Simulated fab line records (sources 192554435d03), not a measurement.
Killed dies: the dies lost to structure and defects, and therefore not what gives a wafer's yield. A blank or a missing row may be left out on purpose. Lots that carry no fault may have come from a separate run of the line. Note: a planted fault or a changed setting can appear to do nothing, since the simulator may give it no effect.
fab line records | flow n5Finfet
record: lots: 7 | wafers: 21
route steps=1938 shown GATE_CUT@481 MOL_CONTACT_COAG@570 BEOL_M0_SAQP@641
startH: the number of hours between the record's first day and the start of the first shown wafer of the lot | waitH: hours since the lot's step before | " the same as in the row above | L1.1+2: one row covering several wafers at once | - no value, or no start given | * or withheld: withheld | < > ~ a bound
route shown NAME@n: NAME is a module with steps in the file, n the number in the route of the first one | usual: the fault-free wafers' mean and standard deviation | same: alike in all rows | chamber/n: place in a boat | sites: each site's reading | _std_site: their standard deviation | _edge_site: mean of outer sites minus mean of inner sites | radiusMm: for every site, how far away it sits from the centre of the wafer | mask NAME#n: copy n | behind: tool/chamber where the wafer was last shaped | hold: why the lot was held/for how many hours/how that ended | device: the n, p or np transistor that did not switch | end of line: tests of these same wafers at the route's end | for a step that has no rows: nothing shown but its recipe | killed: count of dies lost to structure and defects at first sort (not the wafer's yield) | map: a wafer's dies, x killed, . not, _ none there
set.NAME: setting as actually run; set.NAME@STEP: the setting as run at that earlier step | model.NAME: the simulator's own value behind a step, which no gauge read
lots whose settings were changed on purpose; a table a step, a row a wafer
== steps ==
step: N5_GATE_CUT_COAT_07
recipe: resist: CAR-EUV | spinRpm: 1500 | resistThkNm: 30
lot.wafer  | tool          | chamber | startH | waitH | set.spinRpm | model.CAR-EUV_of_GATE_CUT_COAT_07.thkNm
L074.2     | lithoTrack-02 | 0       | -      | -     | 1500        | 30
L074.3     | "             | 0       | "      | "     | 1594        | 29
L074.5     | "             | 0       | "      | "     | 1500        | 29.8
L078.2     | lithoTrack-02 | 0       | -      | -     | 1500        | 29.8
L078.4+5   | "             | 0       | "      | "     | 1500        | 30
L082.1     | lithoTrack-01 | 0       | -      | -     | 1617        | 28.6
L082.3+5   | "             | 0       | "      | "     | 1500        | 29.8
L088.3+4   | lithoTrack-02 | 0       | -      | -     | 1637        | 28.4
L088.6     | "             | 0       | "      | "     | 1500        | 29.8
L094.1+5+6 | lithoTrack-01 | 0       | -      | -     | 1500        | 29.8
L095.1     | lithoTrack-03 | 0       | -      | -     | 1500        | 30
L095.2     | "             | 0       | "      | "     | 1396        | 31.2
L095.4     | "             | 0       | "      | "     | 1396        | 31
L096.4+5   | lithoTrack-02 | 0       | -      | -     | 1500        | 29.8
L096.6     | "             | 0       | "      | "     | 1633        | 28.6
step: N5_GATE_CUT_EBR_09
recipe: solvent: PGMEA | ebrWidthMm: 1.5
step: N5_GATE_CUT_SOFTBAKE_08
recipe: tempC: 110 | timeS: 60 | resist: CAR-EUV
step: N5_GATE_CUT_EXPOSE_10
recipe: maskId: GATE_CUT | na: 0.33 | sourceShape: annular | sigmaInner: 0.35 | sigmaOuter: 0.8 | polarization: unpolarized | targetCdNm: 20 | doseMj: 43.25
step: N5_GATE_CUT_PEB_11
recipe: pebTempC: 100 | pebTimeS: 60 | resist: CAR-EUV
step: N5_GATE_CUT_DEVELOP_12
recipe: developTimeS: 30 | developer: TMAH | resist: CAR-EUV | rinseLiquid: surfactantRinse | dry: airSpin | devTempC: 23
lot.wafer  | tool          | chamber | startH | waitH | set.spinRpm@GATE_CUT_COAT_07 | model.CAR-EUV_of_GATE_CUT_COAT_07.thkNm
L074.2+5   | lithoTrack-01 | 0       | -      | -     | 1500                         | 29.4
L074.3     | "             | 0       | "      | "     | 1594                         | 28.6
L078.2+4   | lithoTrack-01 | 0       | -      | -     | 1500                         | 29.4
L078.5     | "             | 0       | "      | "     | 1500                         | 29.6
L082.1     | lithoTrack-02 | 0       | -      | -     | 1617                         | 28.2
L082.3     | "             | 0       | "      | "     | 1500                         | 29.4
L082.5     | "             | 0       | "      | "     | 1500                         | 29.2
L088.3+4   | lithoTrack-02 | 0       | -      | -     | 1637                         | 28
L088.6     | "             | 0       | "      | "     | 1500                         | 29.4
L094.1+5+6 | lithoTrack-03 | 0       | -      | -     | 1500                         | 29.4
L095.1     | lithoTrack-01 | 0       | -      | -     | 1500                         | 29.6
L095.2+4   | "             | 0       | "      | "     | 1396                         | 30.6
L096.4+5   | lithoTrack-03 | 0       | -      | -     | 1500                         | 29.4
L096.6     | "             | 0       | "      | "     | 1633                         | 28.2
step: N5_GATE_CUT_DESCUM_18
recipe: chemistry: O2 | timeS: 7 | sourcePowerW: 50 | biasPowerW: 20 | pressureMtorr: 20 | rfFrequencyHz: 2.712e+07 | tempC: 40 | resist: CAR-EUV | o2FlowSccm: 225
step: N5_GATE_CUT_ETCH_28
recipe: chemistry: N2/H2 | target: underlayer | targetDepthA: 130 | maskMaterial: CAR-EUV | timeS: 10.4 | ionEnergyEv: 200 | pressureMtorr: 30 | sourceW: 840 | biasW: 150 | n2FlowSccm: 200 | h2FlowSccm: 200 | ends: cleared
lot.wafer | tool       | chamber | startH | waitH | set.spinRpm@GATE_CUT_COAT_27 | model.etch.depthNm
L074.2    | rieDiel-04 | 2       | 85.80  | 0.0   | 1382                         | 10.35
L074.3    | "          | 3       | "      | "     | 1382                         | 10.32
L074.5    | "          | 2       | "      | "     | 1382                         | 10.33
L078.2    | rieDiel-04 | 1       | 108.34 | 0.0   | 1500                         | 9.962
L078.4    | "          | 0       | "      | "     | 1500                         | 9.955
L078.5    | "          | 0       | "      | "     | 1500                         | 9.976
L082.1    | rieDiel-03 | 0       | 129.82 | 0.0   | 1500                         | 9.981
L082.3    | "          | 2       | "      | "     | 1500                         | 9.932
L082.5    | "          | 3       | "      | "     | 1337                         | 10.57
L088.3    | rieDiel-06 | 3       | 170.57 | 0.0   | 1500                         | 9.972
L088.4    | "          | 2       | "      | "     | 1605                         | 9.63
L088.6    | "          | 0       | "      | "     | 1500                         | 9.968
L094.1    | rieDiel-04 | 0       | 204.14 | 0.0   | 1589                         | 9.717
L094.5    | "          | 2       | "      | "     | 1589                         | 9.715
L094.6    | "          | 1       | "      | "     | 1500                         | 9.991
L095.1    | rieDiel-04 | 1       | 211.19 | 0.0   | 1392                         | 10.36
L095.2    | "          | 3       | "      | "     | 1392                         | 10.31
L095.4    | "          | 2       | "      | "     | 1500                         | 9.976
L096.4+6  | rieDiel-03 | 0,2     | 224.77 | 0.0   | 1500                         | 9.975
L096.5    | "          | 1       | "      | "     | 1378                         | 10.43
step: N5_GATE_CUT_ETCH_36
recipe: chemistry: CF4 | target: SiARC | targetDepthA: 130 | maskMaterial: CAR-EUV | timeS: 21.7 | ionEnergyEv: 80 | pressureMtorr: 40 | sourceW: 545 | biasW: 36 | Ar_flow_sccm: 100 | cf4FlowSccm: 100 | ends: cleared
lot.wafer  | tool       | chamber | startH | waitH | set.spinRpm@GATE_CUT_COAT_07 | model.CAR-EUV_of_GATE_CUT_COAT_07.thkNm
L074.2     | rieDiel-04 | 2       | 85.82  | 0.0   | 1500                         | 6.8
L074.3     | "          | 0       | "      | "     | 1594                         | 5.6
L074.5     | "          | 3       | "      | "     | 1500                         | 6.6
L078.2+4+5 | rieDiel-04 | 1,0,0   | 108.36 | 0.0   | 1500                         | 7
L082.1     | rieDiel-03 | 0       | 129.84 | 0.0   | 1617                         | 5.4
L082.3     | "          | 2       | "      | "     | 1500                         | 7
L082.5     | "          | 3       | "      | "     | 1500                         | 6.2
L088.3     | rieDiel-06 | 3       | 170.59 | 0.0   | 1637                         | 5.6
L088.4     | "          | 2       | "      | "     | 1637                         | 5.8
L088.6     | "          | 0       | "      | "     | 1500                         | 6.6
L094.1+5   | rieDiel-04 | 0,2     | 204.16 | 0.0   | 1500                         | 7.2
L094.6     | "          | 1       | "      | "     | 1500                         | 7
L095.1     | rieDiel-04 | 1       | 211.21 | 0.0   | 1500                         | 6.8
L095.2     | "          | 3       | "      | "     | 1396                         | 7.6
L095.4     | "          | 2       | "      | "     | 1396                         | 8.2
L096.4     | rieDiel-03 | 0       | 224.79 | 0.0   | 1500                         | 6.8
L096.5     | "          | 1       | "      | "     | 1500                         | 6.2
L096.6     | "          | 2       | "      | "     | 1633                         | 5.8
step: N5_MOL_CONTACT_COAG_EXPOSE_81
recipe: maskId: VG | na: 0.33 | sourceShape: annular | sigmaInner: 0.3 | sigmaOuter: 0.7 | polarization: unpolarized | defocusNm: 0 | doseMj: 59.5
lot.wafer  | tool          | chamber | startH | waitH | mask | set.doseMj
L074.2+5   | euvScanner-01 | 0       | 101.45 | -     | VG#0 | 59.5
L074.3     | "             | 0       | "      | "     | VG#0 | 62.94
L078.2+4+5 | euvScanner-02 | 0       | 121.47 | -     | VG#0 | 59.5
L082.1+5   | euvScanner-02 | 0       | 147.83 | -     | VG#0 | 59.5
L082.3     | "             | 0       | "      | "     | VG#0 | 56.37
L088.3+4   | euvScanner-01 | 0       | 187.83 | -     | VG#0 | 59.5
L088.6     | "             | 0       | "      | "     | VG#0 | 56.88
L094.1     | euvScanner-02 | 0       | 216.90 | -     | VG#0 | 58.29
L094.5+6   | "             | 0       | "      | "     | VG#0 | 59.5
L095.1+2+4 | euvScanner-01 | 0       | 225.73 | -     | VG#0 | 59.5
L096.4+5   | euvScanner-01 | 0       | 236.96 | -     | VG#0 | 56.15
L096.6     | "             | 0       | "      | "     | VG#0 | 59.5
step: N5_MOL_CONTACT_COAG_PEB_82
recipe: pebTempC: 100 | pebTimeS: 60 | resist: CAR-EUV
step: N5_MOL_CONTACT_COAG_DEVELOP_83
recipe: developTimeS: 30 | developer: TMAH | resist: CAR-EUV | rinseLiquid: surfactantRinse | dry: airSpin | devTempC: 23
step: N5_MOL_CONTACT_COAG_CD_MEAS_84
recipe: targetCdNm: 25.1 | landingEnergyEv: 500 | detector: seInlens | polarity: opening
usual: cdNm: 25.08/0.29
lot.wafer | tool     | chamber | startH | waitH | set.doseMj@MOL_CONTACT_COAG_EXPOSE_81 | cdNm
L074.2    | cdSem-02 | 0       | 101.59 | -     | 59.5                                  | 25.63
L074.3    | "        | 0       | "      | "     | 62.94                                 | 26.46
L074.5    | "        | 0       | "      | "     | 59.5                                  | 25.02
L078.2    | cdSem-03 | 0       | 121.60 | -     | 59.5                                  | 24.94
L078.4    | "        | 0       | "      | "     | 59.5                                  | 25.35
L078.5    | "        | 0       | "      | "     | 59.5                                  | 25.00
L082.1    | cdSem-02 | 0       | 147.98 | -     | 59.5                                  | 25.26
L082.3    | "        | 0       | "      | "     | 56.37                                 | 24.16
L082.5    | "        | 0       | "      | "     | 59.5                                  | 25.41
L088.3    | cdSem-02 | 0       | 187.96 | -     | 59.5                                  | 24.85
L088.4    | "        | 0       | "      | "     | 59.5                                  | 24.89
L088.6    | "        | 0       | "      | "     | 56.88                                 | 24.27
L094.1    | cdSem-01 | 0       | 217.04 | -     | 58.29                                 | 25.10
L094.5    | "        | 0       | "      | "     | 59.5                                  | 25.49
L094.6    | "        | 0       | "      | "     | 59.5                                  | 24.88
L095.1    | cdSem-03 | 0       | 225.87 | -     | 59.5                                  | 24.39
L095.2    | "        | 0       | "      | "     | 59.5                                  | 25.17
L095.4    | "        | 0       | "      | "     | 59.5                                  | 25.12
L096.4    | cdSem-03 | 0       | 237.08 | -     | 56.15                                 | 23.92
L096.5    | "        | 0       | "      | "     | 56.15                                 | 23.94
L096.6    | "        | 0       | "      | "     | 59.5                                  | 25.04
step: N5_MOL_CONTACT_COAG_PRECLEAN_144
recipe: chemistry: alkalineClean | tempC: 60 | timeS: 60 | doPpb: 50
step: N5_MOL_CONTACT_COAG_SRD_145
recipe: dry: ipaMarangoni | timeS: 30 | tempC: 23 | rinseLiquid: diw
step: N5_MOL_CONTACT_COAG_CD_MEAS_137
recipe: targetCdNm: 16
usual: cdNm: 16.0/0.38
lot.wafer | tool     | chamber | startH | waitH | set.doseMj@MOL_CONTACT_COAG_EXPOSE_81 | cdNm
L074.2    | cdSem-02 | -       | 103.10 | 0.0   | 59.5                                  | 15.7
L074.3    | "        | -       | "      | "     | 62.94                                 | 17.6
L074.5    | "        | -       | "      | "     | 59.5                                  | 16.3
L078.2    | cdSem-01 | -       | 123.31 | 0.0   | 59.5                                  | 15.7
L078.4    | "        | -       | "      | "     | 59.5                                  | 16.2
L078.5    | "        | -       | "      | "     | 59.5                                  | 15.5
L082.1    | cdSem-02 | -       | 148.96 | 0.0   | 59.5                                  | 15.9
L082.3    | "        | -       | "      | "     | 56.37                                 | 14.6
L082.5    | "        | -       | "      | "     | 59.5                                  | 16.2
L088.3    | cdSem-03 | -       | 188.88 | 0.0   | 59.5                                  | 15.8
L088.4    | "        | -       | "      | "     | 59.5                                  | 16.2
L088.6    | "        | -       | "      | "     | 56.88                                 | 15.1
L094.1    | cdSem-03 | -       | 218.25 | 0.0   | 58.29                                 | 15.9
L094.5    | "        | -       | "      | "     | 59.5                                  | 16.2
L094.6    | "        | -       | "      | "     | 59.5                                  | 15.8
L095.1    | cdSem-01 | -       | 227.43 | 0.0   | 59.5                                  | 15.9
L095.2    | "        | -       | "      | "     | 59.5                                  | 15.9
L095.4    | "        | -       | "      | "     | 59.5                                  | 16.2
L096.4    | cdSem-02 | -       | 238.88 | 0.0   | 56.15                                 | 14.9
L096.5    | "        | -       | "      | "     | 56.15                                 | 14.6
L096.6    | "        | -       | "      | "     | 59.5                                  | 16.4
step: N5_BEOL_M0_SAQP_COAT_81
recipe: resist: SOC | tempC: 250 | timeS: 60 | spinRpm: 1500 | resistThkNm: 100
lot.wafer | tool          | chamber | startH | waitH | set.spinRpm | model.SOC_of_BEOL_M0_SAQP_COAT_81.thkNm
L074.2    | lithoTrack-02 | 0       | 111.13 | 0.1   | 1647        | 95.8
L074.3    | "             | 0       | "      | "     | 1500        | 100.4
L074.5    | "             | 0       | "      | "     | 1500        | 100.2
L078.2    | lithoTrack-01 | 0       | 130.99 | 0.1   | 1500        | 100.2
L078.4    | "             | 0       | "      | "     | 1500        | 100
L078.5    | "             | 0       | "      | "     | 1500        | 100.4
L082.1+3  | lithoTrack-01 | 0       | 157.27 | 0.1   | 1500        | 100.4
L082.5    | "             | 0       | "      | "     | 1367        | 105.2
L088.3+4  | lithoTrack-04 | 0       | 196.20 | 0.1   | 1500        | 100
L088.6    | "             | 0       | "      | "     | 1500        | 100.4
L094.1    | lithoTrack-04 | 0       | 225.09 | 0.1   | 1631        | 96.2
L094.5    | "             | 0       | "      | "     | 1631        | 96
L094.6    | "             | 0       | "      | "     | 1500        | 100
L095.1    | lithoTrack-01 | 0       | 234.43 | 0.1   | 1341        | 106.2
L095.2    | "             | 0       | "      | "     | 1500        | 100.6
L095.4    | "             | 0       | "      | "     | 1341        | 106.4
L096.4    | lithoTrack-01 | 0       | 248.90 | 0.0   | 1500        | 100.6
L096.5    | "             | 0       | "      | "     | 1500        | 100.8
L096.6    | "             | 0       | "      | "     | 1500        | 100.2
step: N5_BEOL_M0_SAQP_COAT_08
recipe: resist: CAR-ArF | spinRpm: 1500 | resistThkNm: 90
lot.wafer | tool          | chamber | startH | waitH | set.spinRpm | model.CAR-ArF_of_BEOL_M0_SAQP_COAT_08.thkNm
L074.2    | lithoTrack-02 | 0       | -      | -     | 1500        | 90
L074.3    | "             | 0       | "      | "     | 1617        | 86.6
L074.5    | "             | 0       | "      | "     | 1617        | 86.8
L078.2+5  | lithoTrack-01 | 0       | -      | -     | 1500        | 90
L078.4    | "             | 0       | "      | "     | 1500        | 89.8
L082.1+5  | lithoTrack-01 | 0       | -      | -     | 1500        | 89.8
L082.3    | "             | 0       | "      | "     | 1500        | 90
L088.3+6  | lithoTrack-04 | 0       | -      | -     | 1500        | 90
L088.4    | "             | 0       | "      | "     | 1500        | 90.2
L094.1+6  | lithoTrack-04 | 0       | -      | -     | 1500        | 89.6
L094.5    | "             | 0       | "      | "     | 1500        | 89.4
L095.1    | lithoTrack-01 | 0       | -      | -     | 1603        | 87.2
L095.2    | "             | 0       | "      | "     | 1500        | 89.8
L095.4    | "             | 0       | "      | "     | 1500        | 90.2
L096.4    | lithoTrack-01 | 0       | -      | -     | 1609        | 87.2
L096.5    | "             | 0       | "      | "     | 1500        | 90
L096.6    | "             | 0       | "      | "     | 1609        | 87.4
step: N5_BEOL_M0_SAQP_EBR_10
recipe: solvent: PGMEA | ebrWidthMm: 1.5
step: N5_BEOL_M0_SAQP_SOFTBAKE_09
recipe: tempC: 110 | timeS: 60 | resist: CAR-ArF
step: N5_BEOL_M0_SAQP_EXPOSE_11
recipe: maskId: M0_CORE | na: 1.35 | sourceShape: dipole | sigmaInner: 0.538 | sigmaOuter: 0.738 | polarization: te | targetCdNm: 42 | doseMj: 55
step: N5_BEOL_M0_SAQP_PEB_12
recipe: pebTempC: withheld | pebTimeS: 60 | resist: CAR-ArF
step: N5_BEOL_M0_SAQP_DEVELOP_13
recipe: developTimeS: 30 | developer: TMAH | resist: CAR-ArF | devTempC: 23 | rinseLiquid: diw | dry: airSpin
lot.wafer  | tool          | chamber | startH | waitH | set.spinRpm@BEOL_M0_SAQP_COAT_08 | model.CAR-ArF_of_BEOL_M0_SAQP_COAT_08.thkNm
L074.2     | lithoTrack-01 | 0       | -      | -     | 1500                             | 88.2
L074.3+5   | "             | 0       | "      | "     | 1617                             | 85
L078.2+5   | lithoTrack-04 | 0       | -      | -     | 1500                             | 88.4
L078.4     | "             | 0       | "      | "     | 1500                             | 88.2
L082.1     | lithoTrack-01 | 0       | -      | -     | 1500                             | 88.2
L082.3     | "             | 0       | "      | "     | 1500                             | 88.4
L082.5     | "             | 0       | "      | "     | 1500                             | 88
L088.3     | lithoTrack-01 | 0       | -      | -     | 1500                             | 88.2
L088.4     | "             | 0       | "      | "     | 1500                             | 88.6
L088.6     | "             | 0       | "      | "     | 1500                             | 88.4
L094.1+5+6 | lithoTrack-04 | 0       | -      | -     | 1500                             | 87.8
L095.1     | lithoTrack-04 | 0       | -      | -     | 1603                             | 85.4
L095.2     | "             | 0       | "      | "     | 1500                             | 88
L095.4     | "             | 0       | "      | "     | 1500                             | 88.4
L096.4+6   | lithoTrack-01 | 0       | -      | -     | 1609                             | 85.6
L096.5     | "             | 0       | "      | "     | 1500                             | 88.2
step: N5_BEOL_M0_SAQP_DESCUM_19
recipe: chemistry: O2 | timeS: 7.9 | sourcePowerW: 50 | biasPowerW: 20 | pressureMtorr: 20 | rfFrequencyHz: 2.712e+07 | tempC: 40 | resist: CAR-ArF | o2FlowSccm: 225
lot.wafer  | tool       | chamber | startH | waitH | set.spinRpm@BEOL_M0_SAQP_COAT_08 | model.CAR-ArF_of_BEOL_M0_SAQP_COAT_08.thkNm
L074.2     | rieDiel-04 | 2       | 111.59 | 0.0   | 1500                             | 83.4
L074.3     | "          | 3       | "      | "     | 1617                             | 80
L074.5     | "          | 3       | "      | "     | 1617                             | 80.2
L078.2+5   | rieDiel-06 | 2,0     | 131.32 | 0.0   | 1500                             | 83.4
L078.4     | "          | 2       | "      | "     | 1500                             | 83.2
L082.1+5   | rieDiel-03 | 0,2     | 157.76 | 0.2   | 1500                             | 83.2
L082.3     | "          | 2       | "      | "     | 1500                             | 83.6
L088.3     | rieDiel-03 | 0       | 196.53 | 0.0   | 1500                             | 83.2
L088.4     | "          | 3       | "      | "     | 1500                             | 83.8
L088.6     | "          | 0       | "      | "     | 1500                             | 83.4
L094.1+5+6 | rieDiel-04 | 2,1,0   | 225.55 | 0.0   | 1500                             | 83
L095.1     | rieDiel-04 | 0       | 234.89 | 0.0   | 1603                             | 80.6
L095.2     | "          | 1       | "      | "     | 1500                             | 83.4
L095.4     | "          | 2       | "      | "     | 1500                             | 83.6
L096.4+6   | rieDiel-06 | 2,0     | 249.37 | 0.0   | 1609                             | 80.6
L096.5     | "          | 1       | "      | "     | 1500                             | 83.4
step: N5_BEOL_M0_SAQP_ETCH_83
recipe: chemistry: CF4 | target: SiARC | targetDepthA: 390 | maskMaterial: CAR-ArF | timeS: 65 | ionEnergyEv: 80 | pressureMtorr: 40 | sourceW: 545 | biasW: 36 | Ar_flow_sccm: 100 | cf4FlowSccm: 100 | ends: cleared
step: N5_BEOL_M0_SAQP_ETCH_84
recipe: chemistry: N2/H2 | target: SOC | targetDepthA: 1000 | overetchA: 200 | maskMaterial: SiARC | tempC: 40 | timeS: 150 | ionEnergyEv: 200 | pressureMtorr: 30 | sourceW: 840 | biasW: 150 | n2FlowSccm: 200 | h2FlowSccm: 200
lot.wafer | tool       | chamber | startH | waitH | set.spinRpm@BEOL_M0_SAQP_COAT_81 | model.etch.depthNm
L074.2    | rieDiel-04 | 2       | 111.67 | 0.0   | 1647                             | 95.71
L074.3    | "          | 3       | "      | "     | 1500                             | 100.5
L074.5    | "          | 3       | "      | "     | 1500                             | 100.2
L078.2+4  | rieDiel-06 | 2       | 131.41 | 0.0   | 1500                             | 100.1
L078.5    | "          | 0       | "      | "     | 1500                             | 100.3
L082.1    | rieDiel-03 | 0       | 157.84 | 0.0   | 1500                             | 100.5
L082.3    | "          | 2       | "      | "     | 1500                             | 100.3
L082.5    | "          | 2       | "      | "     | 1367                             | 105.3
L088.3    | rieDiel-03 | 0       | 196.62 | 0.0   | 1500                             | 100
L088.4    | "          | 3       | "      | "     | 1500                             | 100.1
L088.6    | "          | 0       | "      | "     | 1500                             | 100.3
L094.1    | rieDiel-04 | 2       | 225.64 | 0.0   | 1631                             | 96.28
L094.5    | "          | 1       | "      | "     | 1631                             | 96.06
L094.6    | "          | 0       | "      | "     | 1500                             | 100.1
L095.1    | rieDiel-04 | 0       | 234.97 | 0.0   | 1341                             | 106.2
L095.2    | "          | 1       | "      | "     | 1500                             | 100.5
L095.4    | "          | 2       | "      | "     | 1341                             | 106.3
L096.4    | rieDiel-06 | 2       | 249.49 | 0.0   | 1500                             | 100.5
L096.5    | "          | 1       | "      | "     | 1500                             | 100.8
L096.6    | "          | 0       | "      | "     | 1500                             | 100.3
step: N5_BEOL_M0_SAQP_SPACER2_ALD_26
recipe: material: SiO2 | targetThkA: 150 | tempC: 300 | aldPrecursorFamily: BDEAS | aldCoReactant: O2-plasma | pulseTimeS: 1 | purgeTimeS: 2 | coReactantPurgeTimeS: 2 | pressureTorr: 2
lot.wafer  | tool      | chamber | startH | waitH | set.targetThkA | model.SiO2_of_BEOL_M0_SAQP_SPACER2_ALD_26.thkNm
L074.2+3   | aldSin-04 | 2,0     | 114.33 | 0.1   | 160.3          | 16.2
L074.5     | "         | 2       | "      | "     | 160.3          | 16
L078.2+4+5 | aldSin-03 | 0,2,2   | 134.01 | 0.2   | 150            | 15
L082.1+3+5 | aldSin-04 | 1,2,1   | 160.33 | 0.1   | 150            | 15
L088.3+4+6 | aldSin-04 | 2,0,0   | 200.14 | 0.6   | 150            | 15
L094.1+6   | aldSin-04 | 2       | 229.46 | 0.8   | 150            | 15
L094.5     | "         | 1       | "      | "     | 169.6          | 17
L095.1     | aldSin-04 | 0       | 237.46 | 0.1   | 162.5          | 16.2
L095.2     | "         | 1       | "      | "     | 150            | 15.2
L095.4     | "         | 3       | "      | "     | 162.5          | 16.4
L096.4     | aldSin-02 | 2       | 252.00 | 0.1   | 150            | 15.2
L096.5+6   | "         | 2,1     | "      | "     | 150            | 15
step: N5_BEOL_M0_SAQP_SPACER2_ETCHBACK_27
recipe: chemistry: CHF3/O2 | mode: anisotropicEtchback | target: SiO2 | targetDepthA: 225 | timeS: 11.25 | pressureMtorr: 30 | sourceW: 650 | biasW: 170 | Ar_flow_sccm: 200 | CHF3_flow_sccm: 50 | O2_flow_sccm: 5 | ionEnergyEv: 200
step: N5_BEOL_M0_SAQP_MANDREL2_REMOVE_110
recipe: chemistry: HBr/Cl2/O2 | btTimeS: 10 | target: a-Si | stopOn: SiCN | endpoint: OES-SiCl | overEtchFrac: 1 | icpW: 600 | biasW: 30 | HBr_flow_sccm: 150 | Cl2_flow_sccm: 80 | O2_flow_sccm: 5 | pressureMtorr: 10
lot.wafer | tool     | chamber | startH | waitH | set.targetThkA@BEOL_M0_SAQP_SPACER2_ALD_26 | model.BEOL_M0_SAQP.cdNm
L074.2+3  | rieSi-01 | 0,3     | 114.96 | 0.1   | 160.3                                      | 16.2
L074.5    | "        | 2       | "      | "     | 160.3                                      | 16
L078.2+4  | rieSi-06 | 0,3     | 134.65 | 0.1   | 150                                        | 14.8
L078.5    | "        | 1       | "      | "     | 150                                        | 15.2
L082.1    | rieSi-06 | 1       | 160.96 | 0.1   | 150                                        | 15.2
L082.3+5  | "        | 2       | "      | "     | 150                                        | 15
L088.3    | rieSi-06 | 1       | 200.78 | 0.1   | 150                                        | 15.2
L088.4+6  | "        | 2       | "      | "     | 150                                        | 15
L094.1+6  | rieSi-05 | 3,1     | 230.10 | 0.1   | 150                                        | 15
L094.5    | "        | 0       | "      | "     | 169.6                                      | 17
L095.1    | rieSi-06 | 3       | 238.09 | 0.1   | 162.5                                      | 16.2
L095.2    | "        | 2       | "      | "     | 150                                        | 15.2
L095.4    | "        | 0       | "      | "     | 162.5                                      | 16.4
L096.4    | rieSi-01 | 2       | 252.83 | 0.1   | 150                                        | 15.4
L096.5    | "        | 3       | "      | "     | 150                                        | 15
L096.6    | "        | 2       | "      | "     | 150                                        | 15.2
step: N5_BEOL_M0_SAQP_CD_MEAS_29
recipe: targetCdNm: 14.4 | landingEnergyEv: 1000 | detector: seInlens
usual: cdNm: 15.02/0.25
lot.wafer | tool     | chamber | startH | waitH | set.targetThkA@BEOL_M0_SAQP_SPACER2_ALD_26 | cdNm
L074.2    | cdSem-02 | 0       | 115.07 | 0.1   | 160.3                                      | 16.32
L074.3    | "        | 0       | "      | "     | 160.3                                      | 16.19
L074.5    | "        | 0       | "      | "     | 160.3                                      | 16.12
L078.2    | cdSem-02 | 0       | 134.76 | 0.1   | 150                                        | 14.59
L078.4    | "        | 0       | "      | "     | 150                                        | 14.84
L078.5    | "        | 0       | "      | "     | 150                                        | 15.33
L082.1    | cdSem-02 | 0       | 161.07 | 0.1   | 150                                        | 14.96
L082.3    | "        | 0       | "      | "     | 150                                        | 15.56
L082.5    | "        | 0       | "      | "     | 150                                        | 15.09
L088.3    | cdSem-03 | 0       | 200.89 | 0.1   | 150                                        | 15.32
L088.4    | "        | 0       | "      | "     | 150                                        | 15.21
L088.6    | "        | 0       | "      | "     | 150                                        | 15.24
L094.1    | cdSem-01 | 0       | 230.21 | 0.1   | 150                                        | 14.69
L094.5    | "        | 0       | "      | "     | 169.6                                      | 16.96
L094.6    | "        | 0       | "      | "     | 150                                        | 14.91
L095.1    | cdSem-02 | 0       | 238.20 | 0.1   | 162.5                                      | 16.84
L095.2    | "        | 0       | "      | "     | 150                                        | 15.16
L095.4    | "        | 0       | "      | "     | 162.5                                      | 16.43
L096.4    | cdSem-03 | 0       | 252.94 | 0.1   | 150                                        | 15.57
L096.5    | "        | 0       | "      | "     | 150                                        | 14.76
L096.6    | "        | 0       | "      | "     | 150                                        | 15.04
== key ==
split: step: N5_GATE_CUT_COAT_07 | setting: spinRpm | stated: 1500 | by: wafer
response: step: N5_GATE_CUT_COAT_07 | reading: model.CAR-EUV_of_GATE_CUT_COAT_07.thkNm | change: -0.148 | per: 1% | r: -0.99
response: step: N5_GATE_CUT_DEVELOP_12 | reading: model.CAR-EUV_of_GATE_CUT_COAT_07.thkNm | change: -0.142 | per: 1% | r: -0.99
response: step: N5_GATE_CUT_ETCH_36 | reading: model.CAR-EUV_of_GATE_CUT_COAT_07.thkNm | change: -0.123 | per: 1% | r: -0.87
split: step: N5_MOL_CONTACT_COAG_EXPOSE_81 | setting: doseMj | stated: 59.5 | by: wafer
response: step: N5_MOL_CONTACT_COAG_CD_MEAS_84 | reading: cdNm | change: +0.187 | per: 1% | r: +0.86
response: step: N5_MOL_CONTACT_COAG_CD_MEAS_137 | reading: cdNm | change: +0.264 | per: 1% | r: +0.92
split: step: N5_BEOL_M0_SAQP_COAT_81 | setting: spinRpm | stated: 1500 | by: wafer
response: step: N5_BEOL_M0_SAQP_COAT_81 | reading: model.SOC_of_BEOL_M0_SAQP_COAT_81.thkNm | change: -0.499 | per: 1% | r: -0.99
response: step: N5_BEOL_M0_SAQP_ETCH_84 | reading: model.etch.depthNm | change: -0.506 | per: 1% | r: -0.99
split: step: N5_BEOL_M0_SAQP_COAT_08 | setting: spinRpm | stated: 1500 | by: wafer
response: step: N5_BEOL_M0_SAQP_COAT_08 | reading: model.CAR-ArF_of_BEOL_M0_SAQP_COAT_08.thkNm | change: -0.402 | per: 1% | r: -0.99
response: step: N5_BEOL_M0_SAQP_DEVELOP_13 | reading: model.CAR-ArF_of_BEOL_M0_SAQP_COAT_08.thkNm | change: -0.392 | per: 1% | r: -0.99
response: step: N5_BEOL_M0_SAQP_DESCUM_19 | reading: model.CAR-ArF_of_BEOL_M0_SAQP_COAT_08.thkNm | change: -0.41 | per: 1% | r: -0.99
split: step: N5_BEOL_M0_SAQP_SPACER2_ALD_26 | setting: targetThkA | stated: 150 | by: wafer
response: step: N5_BEOL_M0_SAQP_SPACER2_ALD_26 | reading: model.SiO2_of_BEOL_M0_SAQP_SPACER2_ALD_26.thkNm | change: +0.147 | per: 1% | r: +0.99
response: step: N5_BEOL_M0_SAQP_MANDREL2_REMOVE_110 | reading: model.BEOL_M0_SAQP.cdNm | change: +0.147 | per: 1% | r: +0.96
response: step: N5_BEOL_M0_SAQP_CD_MEAS_29 | reading: cdNm | change: +0.169 | per: 1% | r: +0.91
split outsideThisFile step=N5_GATE_CUT_COAT_27 setting=spinRpm
split outsideThisFile: this setting was split too, and the file shows its column; the key of that split is in another file
